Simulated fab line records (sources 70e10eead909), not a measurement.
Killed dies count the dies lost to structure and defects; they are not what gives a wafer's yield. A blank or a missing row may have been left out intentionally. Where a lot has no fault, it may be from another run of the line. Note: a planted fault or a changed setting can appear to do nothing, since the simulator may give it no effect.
Struck lot and sound lot, side by side + flow nand_harc + 14 steps out of a route of 1302
Sound: these wafers, L583.1, L583.2, L583.3. Struck: wafer L605.5 (left out: L605.4, L605.6 of the same lot, which were not struck); the cause appears at the end.
For every step that has rows: the tool of each side, followed by ch and its chambers, followed by its first start. Under that, the readings that differ: sound wafers + struck wafers + difference of the means + sigmas: that difference in standard deviations of wafers without a fault.
alike: a reading whose means differ by less than 2 such deviations, as well as words and numbers matching on both sides. not compared: withheld readings; readings where some wafer has no value; bounds like >300 that might hide an equal value; numbers whose values overlap and for which the record gives no deviation.
The two part at a step that has a row with sigmas, a row that says differs or no value, or rows on one side only. Non-overlapping numbers with no deviation appear without sigmas and do not part them. A reading missing from all wafers of one side parts the sides only when that side holds two or more wafers.

first, 2 steps without rows for these wafers: NHARC_A_ONON_D1_ANNEAL_15 (time 3600 s); NHARC_A_ONON_D1_DEP_16 (target thk 1000 nm).
NHARC_A_ONON_D1_THK_MEAS_18: measures by ellipsometry.
  sound on film_metro-02 at day 7 20:56; struck on film_metro-01 at day 17 09:20
  alike: thk_nm
after that, 1 step with no rows for these wafers: NHARC_A_ONON_D1_DEP_19 (target thk 1000 nm).
NHARC_A_ONON_D1_THK_MEAS_21: measures by ellipsometry.
  sound on film_metro-02 at day 7 21:31; struck on film_metro-01 at day 17 09:54
  alike: thk_nm
after that, 1 step with no rows for these wafers: NHARC_A_ONON_D1_DEP_22 (target thk 1000 nm).
NHARC_A_ONON_D1_THK_MEAS_24: measures by ellipsometry.
  sound on film_metro-02 at day 7 22:05; struck on film_metro-01 at day 17 10:28
  alike: thk_nm
after that, 1 step with no rows for these wafers: NHARC_A_ONON_D1_DEP_25 (target thk 1000 nm).
NHARC_A_ONON_D1_THK_MEAS_27: measures by ellipsometry.
  sound on film_metro-01 at day 7 22:39; struck on film_metro-01 at day 17 11:02
  alike: thk_nm
after that, 1 step with no rows for these wafers: NHARC_A_ONON_D1_DEP_28 (target thk 1000 nm).
NHARC_A_ONON_D1_THK_MEAS_30: measures by ellipsometry.
  sound on film_metro-02 at day 7 23:13; struck on film_metro-01 at day 17 11:36
  alike: thk_nm
NHARC_A_ONON_D1_DEP_33: deposits SiO2, target thk 200 nm.
  sound on pecvd-01 ch 0,1,2, day 7 23:16; struck on pecvd-01 ch 0, day 17 11:47
| reading                   | sound             | struck | difference | sigmas |
|---------------------------|-------------------|--------|------------|--------|
| mfc_precursor_sccm (sccm) | 161.7 161.8 160.7 | 129.7  | -31.7      | -65    |
  alike: heater_power_w, throttle_valve_pct
NHARC_A_ONON_D1_THK_MEAS_34: measures by ellipsometry.
  sound on film_metro-01 at day 7 23:41; struck on film_metro-01 at day 17 12:04
| reading     | sound             | struck | difference | sigmas |
|-------------|-------------------|--------|------------|--------|
| thk_nm (nm) | 197.9 198.0 201.7 | 162.2  | -37.0      | -13    |
NHARC_END_SORT_01:
  the record has rows for the sound wafers here (prober-02 ch 0, day 24 04:01) and none for the struck ones

## WHERE THEY PART
Last at NHARC_END_SORT_01 as far as this record goes, first at NHARC_A_ONON_D1_DEP_33.

WHY: what had been put in by the simulator
pecvd-01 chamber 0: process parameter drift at NHARC_A_ONON_D1_DEP_33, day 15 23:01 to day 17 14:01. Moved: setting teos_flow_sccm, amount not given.
